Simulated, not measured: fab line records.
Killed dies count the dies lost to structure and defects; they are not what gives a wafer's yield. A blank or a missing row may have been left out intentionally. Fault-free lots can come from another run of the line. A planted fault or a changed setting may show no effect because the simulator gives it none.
Which tool is to blame? | flow n5-finfet | Sampling: 20 lots, 60 wafers, 4 of 1938 route steps

WHAT EACH GAUGE READ, for each wafer
N5_BEOL_M8_OVL_MEAS_12. Usual: M8_OVL gives -0.1 nm (standard deviation 0.63).
lot  | measured     | on         | M8_OVL (nm)    | flag
L074 | day 9 17:30  | overlay-02 | 0.2 0.3 -0.7   |
L075 | day 10 02:38 | overlay-02 | 0.9 0.1 0.8    |
L076 | day 10 03:04 | overlay-02 | -0.5 0.6 0.3   |
L077 | day 11 00:42 | overlay-01 | -0.7 -1.1 -1.1 |
L078 | day 11 10:08 | overlay-02 | 0.6 -1.3 -0.6  |
L080 | day 11 13:10 | overlay-02 | 0.6 -0.5 0.0   |
L082 | day 11 20:19 | overlay-02 | 0.2 0.7 0.4    |
L081 | day 11 20:28 | overlay-01 | 1.3 0.0 0.1    |
L083 | day 12 02:05 | overlay-02 | -0.5 -0.4 -0.4 |
L084 | day 12 06:22 | overlay-02 | 0.8 -0.1 0.1   |
L085 | day 12 17:39 | overlay-01 | -0.9 -1.1 -0.5 |
L087 | day 13 00:21 | overlay-01 | 0.4 -0.9 -1.2  |
L086 | day 13 02:52 | overlay-01 | -1.0 0.4 0.4   |
L090 | day 13 11:31 | overlay-01 | 1.3 0.6 0.7    |
L089 | day 13 16:22 | overlay-01 | -0.5 -1.0 -0.1 |
L088 | day 13 20:44 | overlay-01 | 0.4 -0.8 0.4   |
L093 | day 14 07:56 | overlay-02 | -0.7 0.2 -0.8  |
L092 | day 14 08:11 | overlay-02 | -0.5 -1.3 -0.1 |
L091 | day 15 01:47 | overlay-02 | 0.5 -0.3 -0.1  |
L095 | day 15 10:05 | overlay-01 | 0.4 0.2 0.3    |

N5_BEOL_M8_CD_MEAS_35: target cd 40 nm. Usual: cd-nm at 39.9 nm, with a standard deviation of 0.69.
lot  | measured     | on        | cd-nm (nm)     | flag
L074 | day 9 21:02  | cd-sem-03 | 40.1 40.6 39.6 |
L075 | day 10 06:28 | cd-sem-01 | 39.8 40.8 38.8 |
L076 | day 10 06:06 | cd-sem-01 | 39.7 40.0 39.9 |
L077 | day 11 03:38 | cd-sem-02 | 40.1 40.8 40.0 |
L078 | day 11 12:31 | cd-sem-01 | 40.9 40.1 39.4 |
L080 | day 11 16:24 | cd-sem-01 | 39.7 39.3 39.4 |
L082 | day 11 23:25 | cd-sem-03 | 40.5 39.4 40.0 |
L081 | day 11 23:44 | cd-sem-01 | 40.9 40.4 41.2 |
L083 | day 12 05:15 | cd-sem-01 | 40.6 41.2 39.8 |
L084 | day 12 09:20 | cd-sem-03 | 40.6 39.3 39.6 |
L085 | day 12 21:14 | cd-sem-01 | 40.4 40.5 39.5 |
L087 | day 13 02:01 | cd-sem-01 | 38.6 38.4 37.8 |
L086 | day 13 05:04 | cd-sem-03 | 39.8 40.3 40.7 |
L090 | day 13 14:34 | cd-sem-03 | 39.3 39.7 40.6 |
L089 | day 13 18:01 | cd-sem-03 | 40.2 40.2 39.1 |
L088 | day 13 23:00 | cd-sem-01 | 40.5 40.1 40.7 |
L093 | day 14 10:17 | cd-sem-02 | 41.0 41.4 40.4 |
L092 | day 14 09:54 | cd-sem-02 | 40.6 39.8 38.8 |
L091 | day 15 05:43 | cd-sem-02 | 38.9 38.4 39.0 |
L095 | day 15 13:14 | cd-sem-02 | 40.7 40.5 39.7 |

EACH LOT AND THE TOOL THAT RAN IT (in order: tool; ch and the chambers of the sampled wafers; start)
lot  | N5_BEOL_M8_ETCH_61                 | N5_BEOL_M8_STRIP_36
L074 | rie-diel-05 ch 1,2,3, day 9 18:14  | rie-diel-01 ch 1,2, day 9 20:38
L075 | rie-diel-01 ch 0,1,3, day 10 03:16 | rie-diel-05 ch 0,1, day 10 06:07
L076 | rie-diel-02 ch 1,3, day 10 03:28   | rie-diel-02 ch 1,3, day 10 05:45
L077 | rie-diel-05 ch 1,3, day 11 00:47   | rie-diel-01 ch 1,3, day 11 03:17
L078 | rie-diel-02 ch 0,2, day 11 10:17   | rie-diel-02 ch 0,1,2, day 11 12:10
L080 | rie-diel-05 ch 0,1,2, day 11 13:17 | rie-diel-01 ch 2,3, day 11 15:46
L082 | rie-diel-05 ch 0,1,2, day 11 21:34 | rie-diel-01 ch 0,1,3, day 11 23:03
L081 | rie-diel-01 ch 1,2, day 11 21:37   | rie-diel-05 ch 0,3, day 11 23:23
L083 | rie-diel-02 ch 0,2, day 12 02:11   | rie-diel-01 ch 0,2, day 12 04:54
L084 | rie-diel-01 ch 0,2, day 12 06:28   | rie-diel-02 ch 0,1, day 12 08:53
L085 | rie-diel-05 ch 0,2,3, day 12 17:50 | rie-diel-01 ch 0,1,3, day 12 20:53
L087 | rie-diel-05 ch 0,2,3, day 13 00:26 | rie-diel-01 ch 0,1,3, day 13 01:39
L086 | rie-diel-05 ch 1,2,3, day 13 02:57 | rie-diel-02 ch 0,1,3, day 13 04:42
L090 | rie-diel-05 ch 0,3, day 13 11:37   | rie-diel-01 ch 1,2,3, day 13 14:12
L089 | rie-diel-05 ch 0,2, day 13 16:27   | rie-diel-01 ch 1,2, day 13 17:40
L088 | rie-diel-05 ch 0,2, day 13 21:07   | rie-diel-05 ch 2,3, day 13 22:39
L093 | rie-diel-05 ch 2,3, day 14 08:03   | rie-diel-02 ch 1,2,3, day 14 09:56
L092 | rie-diel-01 ch 0,1,2, day 14 08:17 | rie-diel-02 ch 0,1,3, day 14 09:32
L091 | rie-diel-05 ch 1,3, day 15 02:04   | rie-diel-02 ch 1,2,3, day 15 05:22
L095 | rie-diel-05 ch 1,3, day 15 10:11   | rie-diel-05 ch 0,1,3, day 15 12:53
- N5_BEOL_M8_ETCH_61: etches SiARC in CF4, target depth 45.5 nm, time 75.8 s.
- N5_BEOL_M8_STRIP_36: strips in N2/H2.

WHAT THE TOOLS THEMSELVES READ (means of the sampled wafers that have a number; where no wafer has one, the mark that the record gives instead)
N5_BEOL_M8_ETCH_61. Usual: bias-w 36.00 W, standard deviation 0.1; drypump-motor-current-A 5.8 A, standard deviation 0.51; etch-rf-on-time-s 77.0 s, standard deviation 2.4; oes-product-au 0.66 a.u., standard deviation 0.088; rf-fwd-power-W 540.2 W, standard deviation 2.1; rf-vpp-V 184.2 V, standard deviation 1.2; showerhead-plenum-p-Torr 2.14 Torr, standard deviation 0.062; throttle-valve-pct 15.68 %, standard deviation 0.29.
lot  | tool        | bias-w (W) | drypump-motor-current-A (A) | etch-rf-on-time-s (s) | oes-product-au (a.u.) | rf-fwd-power-W (W) | rf-vpp-V (V) | showerhead-plenum-p-Torr (Torr) | throttle-valve-pct (%) | flag
L074 | rie-diel-05 | 35.95      | 5.4                         | 77.9                  | 0.59                  | 539.5              | 185.0        | 2.17                            | 15.81                  |
L075 | rie-diel-01 | 36.01      | 6.2                         | 73.9                  | 0.77                  | 538.9              | 184.7        | 2.20                            | 15.41                  |
L076 | rie-diel-02 | 35.97      | 5.8                         | 77.4                  | 0.66                  | 538.9              | 184.4        | 2.06                            | 15.55                  |
L077 | rie-diel-05 | 36.10      | 5.3                         | 79.5                  | 0.56                  | 540.6              | 185.2        | 2.20                            | 15.84                  |
L078 | rie-diel-02 | 36.06      | 5.4                         | 75.2                  | 0.63                  | 540.8              | 184.4        | 2.14                            | 15.93                  |
L080 | rie-diel-05 | 36.04      | 5.7                         | 78.1                  | 0.59                  | 541.1              | 184.3        | 2.13                            | 15.88                  |
L082 | rie-diel-05 | 35.94      | 5.7                         | 78.6                  | 0.59                  | 540.0              | 183.8        | 2.13                            | 15.89                  |
L081 | rie-diel-01 | 35.96      | 6.0                         | 75.1                  | 0.67                  | 537.4              | 184.7        | 2.19                            | 15.70                  |
L083 | rie-diel-02 | 36.05      | 5.5                         | 76.3                  | 0.62                  | 541.7              | 183.3        | 2.14                            | 15.95                  |
L084 | rie-diel-01 | 35.99      | 5.9                         | 74.6                  | 0.69                  | 537.0              | 184.7        | 2.23                            | 15.90                  |
L085 | rie-diel-05 | 35.99      | 5.9                         | 77.6                  | 0.66                  | 541.8              | 184.4        | 2.12                            | 15.63                  |
L087 | rie-diel-05 | 36.00      | 6.0                         | 76.4                  | 0.67                  | 542.7              | 183.5        | 2.12                            | 15.64                  |
L086 | rie-diel-05 | 36.06      | 5.4                         | 77.5                  | 0.64                  | 540.7              | 184.6        | 2.16                            | 15.70                  |
L090 | rie-diel-05 | 35.98      | 5.9                         | 78.9                  | 0.73                  | 539.8              | 183.5        | 2.16                            | 15.48                  |
L089 | rie-diel-05 | 35.93      | 6.2                         | 78.3                  | 0.60                  | 542.4              | 183.6        | 2.08                            | 15.86                  |
L088 | rie-diel-05 | 36.10      | 6.1                         | 75.9                  | 0.60                  | 542.0              | 183.4        | 2.09                            | 15.82                  |
L093 | rie-diel-05 | 36.05      | 5.8                         | 76.0                  | 0.64                  | 539.6              | 185.1        | 2.13                            | 15.61                  |
L092 | rie-diel-01 | 35.96      | 6.2                         | 75.0                  | 0.70                  | 537.0              | 185.3        | 2.21                            | 15.60                  |
L091 | rie-diel-05 | 35.99      | 5.1                         | 76.1                  | 0.80                  | 541.0              | 185.3        | 2.19                            | 15.46                  |
L095 | rie-diel-05 | 35.86      | 5.0                         | 76.1                  | 0.79                  | 537.2              | 184.4        | 2.19                            | 15.47                  |

N5_BEOL_M8_STRIP_36. Usual: drypump-motor-current-A 5.8 A, standard deviation 0.41; oes-product-au 0.78 a.u., standard deviation 0.087; rf-vpp-V 59.1 V, standard deviation 1.5; showerhead-plenum-p-Torr 2.55 Torr, standard deviation 0.079; throttle-valve-pct 23.8 %, standard deviation 0.39.
lot  | tool        | drypump-motor-current-A (A) | oes-product-au (a.u.) | rf-vpp-V (V) | showerhead-plenum-p-Torr (Torr) | throttle-valve-pct (%) | flag
L074 | rie-diel-01 | 6.2                         | 0.87                  | 60.7         | 2.63                            | 23.5                   |
L075 | rie-diel-05 | 5.8                         | 0.72                  | 59.1         | 2.50                            | 23.9                   |
L076 | rie-diel-02 | 5.9                         | 0.83                  | 59.0         | 2.48                            | 23.9                   |
L077 | rie-diel-01 | 6.0                         | 0.78                  | 59.4         | 2.55                            | 23.6                   |
L078 | rie-diel-02 | 5.7                         | 0.75                  | 58.9         | 2.52                            | 24.1                   |
L080 | rie-diel-01 | 5.7                         | 0.73                  | 59.3         | 2.55                            | 23.9                   |
L082 | rie-diel-01 | 6.2                         | 0.85                  | 60.3         | 2.62                            | 23.6                   |
L081 | rie-diel-05 | 5.9                         | 0.89                  | 58.7         | 2.54                            | 23.3                   |
L083 | rie-diel-01 | 5.9                         | 0.79                  | 60.3         | 2.65                            | 24.1                   |
L084 | rie-diel-02 | 5.5                         | 0.71                  | 58.8         | 2.50                            | 24.4                   |
L085 | rie-diel-01 | 6.1                         | 0.83                  | 58.4         | 2.61                            | 23.6                   |
L087 | rie-diel-01 | 6.2                         | 0.83                  | 58.2         | 2.61                            | 23.6                   |
L086 | rie-diel-02 | 5.7                         | 0.76                  | 58.5         | 2.48                            | 24.2                   |
L090 | rie-diel-01 | 6.0                         | 0.76                  | 59.2         | 2.58                            | 23.8                   |
L089 | rie-diel-01 | 6.0                         | 0.76                  | 60.2         | 2.62                            | 23.9                   |
L088 | rie-diel-05 | 5.8                         | 0.76                  | 58.0         | 2.51                            | 23.1                   |
L093 | rie-diel-02 | 5.8                         | 0.77                  | 58.3         | 2.49                            | 23.9                   |
L092 | rie-diel-02 | 5.7                         | 0.74                  | 58.7         | 2.48                            | 24.2                   |
L091 | rie-diel-02 | 5.8                         | 0.77                  | 59.5         | 2.49                            | 23.9                   |
L095 | rie-diel-05 | 5.6                         | 0.84                  | 58.5         | 2.53                            | 23.6                   |

THE ANSWER, worked out from the rows above alone
Rule: a lot is off if the mean of its wafers that have a number lies more than 3 standard deviations from the usual mean. Also off: a lot with no number at a reading for which 4 or more lots have one. Where the step has rows for the other lots, those lots are counted as sound. First the gauges in route order, then the tools' own readings, where a lot's mean is used as printed above. At the first step where some lot is off, the reading lying furthest off is the one used; lots without a number count as furthest.
Across all readings shown, no lot is off: no conclusion can be drawn from this.

WHAT WAS PUT IN BY THE SIMULATOR
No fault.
